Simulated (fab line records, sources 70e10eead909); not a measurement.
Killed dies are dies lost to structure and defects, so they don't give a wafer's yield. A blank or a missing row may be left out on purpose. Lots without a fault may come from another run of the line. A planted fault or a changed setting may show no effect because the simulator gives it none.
Which tool did it? | flow nand_harc | 12 lots, 36 wafers sampled, at 5 steps of a route of 1302

WHAT THE GAUGES READ, wafer by wafer
NHARC_END_SORT_01. Usual: killed_at_array 56, standard deviation 17; killed_at_other 0.9, standard deviation 1.2; killed_at_periphery 3.9, standard deviation 2.5; killed_dies 61, standard deviation 17; killed_open 3.2, standard deviation 1.8; killed_short 2.7, standard deviation 1.7.
lot  | measured     | on        | killed_at_array | killed_at_other | killed_at_periphery | killed_dies | killed_open | killed_short | flag
L419 | day 29 09:58 | prober-01 | 48 243 43       | 0 1 0           | 2 7 9               | 50 251 52   | 3 4 3       | 6 3 0        | OFF

WHICH TOOL RAN EACH LOT (tool, then ch and the chambers of the sampled wafers, then the start)
lot  | NHARC_A_STAIRCASE_DESCUM_168       | NHARC_A_STAIRCASE_ETCH_15          | NHARC_A_STAIRCASE_ETCH_23                   | NHARC_A_STAIRCASE_TRIM_26
L409 | rie_diel-10 ch 1,3, day 15 17:41   | rie_diel-05 ch 0,1,2, day 15 19:59 | rie_diel-11 ch 2,3, no start                | rie_diel-11 ch 0,1,3, no start
L408 | rie_diel-10 ch 0,2, day 15 18:01   | rie_diel-11 ch 0,1,3, day 15 20:20 | rie_diel-11 ch 0,1, no start                | rie_diel-11 ch 2,3, no start
L412 | rie_diel-11 ch 0,1,3, day 17 06:31 | rie_diel-11 ch 1,2, day 17 08:48   | rie_diel-10 ch 0,1,2, no start              | rie_diel-10 ch 1,3, no start
L419 | rie_diel-05 ch 0,1,2, day 20 14:22 | rie_diel-05 ch 1,2,3, day 20 17:40 | rie_diel-11 ch 1,2, day 29 09:58 or earlier | rie_diel-11 ch 1,3, day 29 09:58 or earlier
L421 | rie_diel-05 ch 1,3, day 22 02:23   | rie_diel-11 ch 0,2, day 22 05:48   | rie_diel-05 ch 0,2,3, no start              | rie_diel-05 ch 0,1, no start
L423 | rie_diel-10 ch 0,1,3, day 22 05:34 | rie_diel-11 ch 1,2,3, day 22 07:47 | rie_diel-10 ch 1,2, no start                | rie_diel-10 ch 0,2,3, no start
L425 | rie_diel-05 ch 0,2,3, day 22 17:22 | rie_diel-11 ch 0,1,2, day 22 23:35 | rie_diel-11 ch 0,1,2, no start              | rie_diel-11 ch 1,2, no start
L427 | rie_diel-11 ch 1,3, day 23 21:17   | rie_diel-11 ch 2,3, day 23 23:37   | rie_diel-11 ch 1,3, no start                | rie_diel-11 ch 0,2,3, no start
L428 | rie_diel-11 ch 0,2,3, day 23 21:20 | rie_diel-05 ch 0,1,2, day 24 00:21 | rie_diel-05 ch 0,1,3, no start              | rie_diel-05 ch 0,1,2, no start
L429 | rie_diel-05 ch 1,2, day 24 15:44   | rie_diel-05 ch 0,1, day 24 18:04   | rie_diel-10 ch 1,2,3, no start              | rie_diel-10 ch 2,3, no start
L430 | rie_diel-10 ch 0,1,3, day 24 15:55 | rie_diel-11 ch 1,2, day 24 18:13   | rie_diel-05 ch 1,2, no start                | rie_diel-05 ch 0,3, no start
L431 | rie_diel-11 ch 0,1,3, day 25 02:43 | rie_diel-10 ch 0,2, day 25 05:10   | rie_diel-05 ch 0,3, no start                | rie_diel-05 ch 1,2, no start
- NHARC_A_STAIRCASE_DESCUM_168: chemistry O2, time 3 s.
- NHARC_A_STAIRCASE_ETCH_15: etches the open film in C4F8/O2, target depth 100 nm, time 40.5 s.
- NHARC_A_STAIRCASE_ETCH_23: etches the open film in C4F8/O2, target depth 100 nm, time 40.5 s.
- NHARC_A_STAIRCASE_TRIM_26: chemistry O2, time 211.2 s.

WHAT THE TOOLS THEMSELVES READ (means of the sampled wafers that have a number; where no wafer has one, the mark that the record gives instead)
NHARC_A_STAIRCASE_DESCUM_168. Usual: drypump_motor_current_A 5.8 A, standard deviation 0.36; mfc_ar_sccm 0.007 sccm, standard deviation 0.012; oes_product_au 1.000 a.u., standard deviation 0.017; rf_vpp_V 57.9 V, standard deviation 0.85; showerhead_plenum_p_Torr 1.94 Torr, standard deviation 0.093; throttle_valve_pct 11.311 %, standard deviation 0.0099.
lot  | tool        | drypump_motor_current_A (A) | mfc_ar_sccm (sccm) | oes_product_au (a.u.) | rf_vpp_V (V) | showerhead_plenum_p_Torr (Torr) | throttle_valve_pct (%) | flag
L409 | rie_diel-10 | 5.4                         | 0.000              | 0.998                 | 57.8         | 1.89                            | 11.306                 |
L408 | rie_diel-10 | 5.7                         | 0.015              | 1.023                 | 57.7         | 1.90                            | 11.308                 |
L412 | rie_diel-11 | 5.7                         | 0.006              | 0.996                 | 58.1         | 1.99                            | 11.324                 |
L419 | rie_diel-05 | 6.3                         | 0.015              | 1.011                 | 58.7         | 1.89                            | 11.313                 |
L421 | rie_diel-05 | 6.0                         | 0.000              | 1.014                 | 57.0         | 1.95                            | 11.317                 |
L423 | rie_diel-10 | 5.6                         | 0.000              | 0.989                 | 58.3         | 1.97                            | 11.313                 |
L425 | rie_diel-05 | 6.2                         | 0.015              | 1.020                 | 57.9         | 1.80                            | 11.312                 |
L427 | rie_diel-11 | 5.7                         | 0.005              | 0.991                 | 58.5         | 2.00                            | 11.315                 |
L428 | rie_diel-11 | 5.9                         | 0.003              | 0.996                 | 57.9         | 1.97                            | 11.310                 |
L429 | rie_diel-05 | 6.1                         | 0.029              | 1.009                 | 56.9         | 1.86                            | 11.317                 |
L430 | rie_diel-10 | 5.6                         | 0.000              | 0.997                 | 57.9         | 1.96                            | 11.312                 |
L431 | rie_diel-11 | 5.7                         | 0.006              | 1.004                 | 58.0         | 1.97                            | 11.311                 |

NHARC_A_STAIRCASE_ETCH_15. Usual: oes_product_au 0.945 a.u., standard deviation 0.016; rf_vpp_V 897 V, standard deviation 6.4.
lot  | tool        | oes_product_au (a.u.) | rf_vpp_V (V) | flag
L409 | rie_diel-05 | 0.945                 | 896          |
L408 | rie_diel-11 | 0.945                 | 901          |
L412 | rie_diel-11 | 0.947                 | 904          |
L419 | rie_diel-05 | 0.903                 | 892          |
L421 | rie_diel-11 | 0.938                 | 901          |
L423 | rie_diel-11 | 0.941                 | 902          |
L425 | rie_diel-11 | 0.921                 | 903          |
L427 | rie_diel-11 | 0.950                 | 900          |
L428 | rie_diel-05 | 0.940                 | 893          |
L429 | rie_diel-05 | 0.955                 | 896          |
L430 | rie_diel-11 | 0.942                 | 904          |
L431 | rie_diel-10 | 0.931                 | 894          |

NHARC_A_STAIRCASE_ETCH_23. Usual: oes_product_au 0.951 a.u., standard deviation 0.023; rf_vpp_V 896 V, standard deviation 6.4.
lot  | tool        | oes_product_au (a.u.) | rf_vpp_V (V) | flag
L409 | rie_diel-11 | 0.931                 | 902          |
L408 | rie_diel-11 | 0.940                 | 904          |
L412 | rie_diel-10 | 0.967                 | 897          |
L419 | rie_diel-11 | 0.921                 | 904          |
L421 | rie_diel-05 | 0.978                 | 889          |
L423 | rie_diel-10 | 0.944                 | 896          |
L425 | rie_diel-11 | 0.933                 | 903          |
L427 | rie_diel-11 | 0.943                 | 901          |
L428 | rie_diel-05 | 0.958                 | 893          |
L429 | rie_diel-10 | 0.960                 | 898          |
L430 | rie_diel-05 | 0.955                 | 892          |
L431 | rie_diel-05 | 1.007                 | 888          |

NHARC_A_STAIRCASE_TRIM_26. Usual: drypump_motor_current_A 5.9 A, standard deviation 0.38; mfc_ar_sccm 0.008 sccm, standard deviation 0.014; oes_product_au 1.002 a.u., standard deviation 0.017; rf_vpp_V 57.8 V, standard deviation 0.97; showerhead_plenum_p_Torr 3.54 Torr, standard deviation 0.17; throttle_valve_pct 17.036 %, standard deviation 0.0088.
lot  | tool        | drypump_motor_current_A (A) | mfc_ar_sccm (sccm) | oes_product_au (a.u.) | rf_vpp_V (V) | showerhead_plenum_p_Torr (Torr) | throttle_valve_pct (%) | flag
L409 | rie_diel-11 | 5.7                         | 0.006              | 0.999                 | 58.2         | 3.67                            | 17.042                 |
L408 | rie_diel-11 | 6.1                         | 0.000              | 0.988                 | 59.0         | 3.68                            | 17.044                 |
L412 | rie_diel-10 | 5.4                         | 0.000              | 1.001                 | 58.2         | 3.49                            | 17.037                 |
L419 | rie_diel-11 | 5.7                         | 0.005              | 0.983                 | 58.4         | 3.68                            | 17.041                 |
L421 | rie_diel-05 | 6.4                         | 0.000              | 1.016                 | 57.1         | 3.51                            | 17.030                 |
L423 | rie_diel-10 | 5.8                         | 0.008              | 0.983                 | 59.1         | 3.58                            | 17.031                 |
L425 | rie_diel-11 | 6.0                         | 0.002              | 0.981                 | 57.7         | 3.74                            | 17.036                 |
L427 | rie_diel-11 | 6.0                         | 0.003              | 1.000                 | 58.4         | 3.63                            | 17.034                 |
L428 | rie_diel-05 | 6.3                         | 0.015              | 1.014                 | 57.8         | 3.47                            | 17.029                 |
L429 | rie_diel-10 | 5.8                         | 0.015              | 1.002                 | 57.3         | 3.57                            | 17.034                 |
L430 | rie_diel-05 | 6.2                         | 0.000              | 1.029                 | 57.9         | 3.32                            | 17.045                 |
L431 | rie_diel-05 | 6.1                         | 0.015              | 1.003                 | 58.1         | 3.57                            | 17.035                 |

THE ANSWER, worked out from the rows above alone
Rule: a lot is off if the mean of its wafers that have a number lies more than 3 standard deviations from the usual mean. A lot without any number at a reading at which 4 lots or more have one is off too. The other lots that the step has rows for count as sound. The gauges are gone through in route order, then the tools' own readings, and for those a lot's mean is taken as printed above. The first step at which some lot is off is used, and at that step the reading that is off furthest; a lot without a number counts as furthest.
Off: L419, at NHARC_END_SORT_01 (killed_dies). Neither off nor sound, because the step has no rows for them: L409, L408, L412, L421, L423, L425, L427, L428, L429, L430, L431.
A tool fits if, at a process step before that reading, it ran every lot that is off, and no sound lot after the first of them. The gauges at NHARC_END_SORT_01 are tried like those tools. NHARC_A_STAIRCASE_ETCH_23 gives no start for some lots, so the hours and the order of its lots are those of NHARC_END_SORT_01. NHARC_A_STAIRCASE_TRIM_26 gives no start for some lots, so the hours and the order of its lots are those of NHARC_END_SORT_01. Can't be told from this: 3 tools fit, rie_diel-05 at NHARC_A_STAIRCASE_DESCUM_168 and NHARC_A_STAIRCASE_ETCH_15, rie_diel-11 at NHARC_A_STAIRCASE_ETCH_23 and NHARC_A_STAIRCASE_TRIM_26, prober-01 at NHARC_END_SORT_01.

WHAT THE SIMULATOR HAD PUT IN
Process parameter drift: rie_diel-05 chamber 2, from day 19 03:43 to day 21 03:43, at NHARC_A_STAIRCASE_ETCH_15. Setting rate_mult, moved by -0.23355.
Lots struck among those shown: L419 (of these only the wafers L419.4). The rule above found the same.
